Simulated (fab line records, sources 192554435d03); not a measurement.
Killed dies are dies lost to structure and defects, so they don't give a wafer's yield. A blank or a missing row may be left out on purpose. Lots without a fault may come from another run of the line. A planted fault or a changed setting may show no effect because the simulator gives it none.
A struck lot beside a sound one | flow n5_finfet | 26 steps out of a route of 1938
Sound: wafers L543.3, L543.4, L543.5. Struck: wafers L554.3, L554.4, L554.5. The cause comes at the end.
At each step with rows: each side's tool, then ch and its chambers, then its first start. Under that, the readings that differ: sound wafers | struck wafers | difference of the means | sigmas: that difference in standard deviations of wafers without a fault.
alike: readings whose means differ by less than 2 such deviations, and words and numbers that are the same on both sides. not compared: withheld readings, readings that some wafer has no value for, bounds like >300 that may hide the same value, and numbers for which the record gives no deviation and whose values overlap.
The two part at a step that has a row with sigmas, a row that says differs or no value, or rows on one side only. Numbers that don't overlap but have no deviation are shown without sigmas and don't part them. A reading that every wafer of one side lacks parts them only if that side has two wafers or more.

N5_FIN_SAQP_STRIP_77: strips in N2/H2, time 90 s.
  sound on rie_diel-03 ch 0,2,3, day 3 01:35; struck on rie_diel-06 ch 0,2, day 5 20:46
  alike: chamber_pressure_mTorr, drypump_motor_current_A, oes_product_au, rf_vpp_V, showerhead_plenum_p_Torr, throttle_valve_pct
  not compared: rf_hours_counter_h
N5_FIN_SAQP_HM_CD_35: target cd 8 nm.
  sound on cd_sem-01, day 3 01:43; struck on cd_sem-03, day 5 20:54
  alike: cd_nm
N5_FIN_SAQP_ETCH_64: etches SiO2 in CF4, target depth 1.5 nm.
  sound on rie_si-01 ch 1,2, day 3 01:46; struck on rie_si-03 ch 0,1,3, day 5 20:56
  reading               | sound             | struck            | difference | sigmas
  oes_product_au (a.u.) | 1.021 1.013 1.019 | 0.975 0.995 0.976 | -0.036     | -2
  alike: chamber_pressure_mTorr, drypump_motor_current_A, throttle_valve_pct
  not compared: rf_hours_counter_h
N5_FIN_SAQP_FIN_ETCH_36: etches the open film in HBr/Cl2/O2, target depth 120 nm, time 50.4 s.
  sound on rie_si-01 ch 1,2, day 3 01:47; struck on rie_si-03 ch 0,1,3, day 5 20:58
  alike: chamber_pressure_mTorr, drypump_motor_current_A, oes_o_777_au, oes_product_au, throttle_valve_pct
  not compared: rf_hours_counter_h
N5_FIN_SAQP_CD_MEAS_37: target cd 8 nm.
  sound on cd_sem-03, day 3 01:55; struck on cd_sem-02, day 5 21:05
  alike: cd_nm
then, 3 steps without rows for these wafers: N5_FIN_SAQP_PRECLEAN_38 (cleans in O3/DIW, time 45 s); N5_FIN_SAQP_PRECLEAN_45 (cleans in dHF, time 10 s); N5_FIN_SAQP_SRD_39 (time 30 s).
N5_FIN_SAQP_OCD_MEAS_76:
  sound on ocd-01, day 3 02:01; struck on ocd-01, day 5 21:11
  alike: trench_depth_nm
N5_FIN_SAQP_INSPECT_40: inspects for defects (brightfield).
  sound on defect_inspect-02, day 3 02:02; struck on defect_inspect-02, day 5 21:13
  alike: raw_defect_count
then, 2 steps without rows for these wafers: N5_FIN_CUT_COAT_18 (time 60 s, resist thk 230 nm); N5_FIN_CUT_COAT_19 (time 60 s, resist thk 20 nm).
N5_FIN_CUT_COAT_29: time 60 s, resist thk 10 nm.
  sound on litho_track-04 ch 0, day 3 02:04; struck on litho_track-02 ch 0, day 5 21:15
  reading              | sound                | struck               | difference | sigmas
  spin_speed_rpm (rpm) | 1499.1 1499.2 1499.8 | 1552.1 1554.0 1552.4 | +53.5      | +49
then, 6 steps without rows for these wafers: N5_FIN_CUT_COAT_02 (resist thk 30 nm); N5_FIN_CUT_EBR_04; N5_FIN_CUT_SOFTBAKE_03 (time 60 s); N5_FIN_CUT_EXPOSE_05 (exposes mask FIN CUT); N5_FIN_CUT_PEB_06 (peb time 60 s); N5_FIN_CUT_DEVELOP_07 (develop time 30 s).
N5_FIN_CUT_CD_MEAS_08: target cd 29.1 nm.
  sound on cd_sem-03 ch 0, day 3 02:20; struck on cd_sem-03 ch 0, day 5 21:31
  alike: cd_nm
N5_FIN_CUT_OVL_MEAS_09:
  sound on overlay-01 ch 0, day 3 02:23; struck on overlay-02 ch 0, day 5 21:34
  alike: FIN_CUT_OVL
N5_FIN_CUT_INSPECT_10: inspects for defects (brightfield).
  sound on defect_inspect-02, day 3 02:26; struck on defect_inspect-02, day 5 21:37
  alike: raw_defect_count
N5_FIN_CUT_DESCUM_13: chemistry O2, time 7 s.
  sound on rie_diel-02 ch 0,3, day 3 02:28; struck on rie_diel-04 ch 0,2, day 5 21:38
  alike: chamber_pressure_mTorr, drypump_motor_current_A, oes_product_au, rf_vpp_V, showerhead_plenum_p_Torr, throttle_valve_pct
  not compared: rf_hours_counter_h
N5_FIN_CUT_ETCH_30: etches underlayer in N2/H2, target depth 13 nm, time 10.4 s.
  sound on rie_diel-02 ch 0,3, day 3 02:31; struck on rie_diel-04 ch 0,2, day 5 21:40
  reading                  | sound             | struck            | difference | sigmas
  model.etch.depth_nm (nm) | 10.02 10.03 9.984 | 9.858 9.862 9.863 | -0.150     |
  alike: chamber_pressure_mTorr, drypump_motor_current_A, etch_rf_on_time_s, oes_product_au, rf_vpp_V, showerhead_plenum_p_Torr, throttle_valve_pct
  not compared: rf_hours_counter_h
N5_FIN_CUT_ETCH_20: etches SiARC in CF4, target depth 26 nm, time 43.3 s.
  sound on rie_diel-02 ch 0,3, day 3 02:32; struck on rie_diel-04 ch 0,2, day 5 21:41
  alike: chamber_pressure_mTorr, drypump_motor_current_A, etch_rf_on_time_s, oes_product_au, rf_vpp_V, showerhead_plenum_p_Torr, throttle_valve_pct
  not compared: rf_hours_counter_h
N5_PASSIVATION_PROBE_49:
  the record has rows for the sound wafers here (prober-01, day 14 21:08) and none for the struck ones

WHERE THEY PART
First at N5_FIN_SAQP_ETCH_64; last, within this record, at N5_PASSIVATION_PROBE_49.

WHY: what the simulator had put in
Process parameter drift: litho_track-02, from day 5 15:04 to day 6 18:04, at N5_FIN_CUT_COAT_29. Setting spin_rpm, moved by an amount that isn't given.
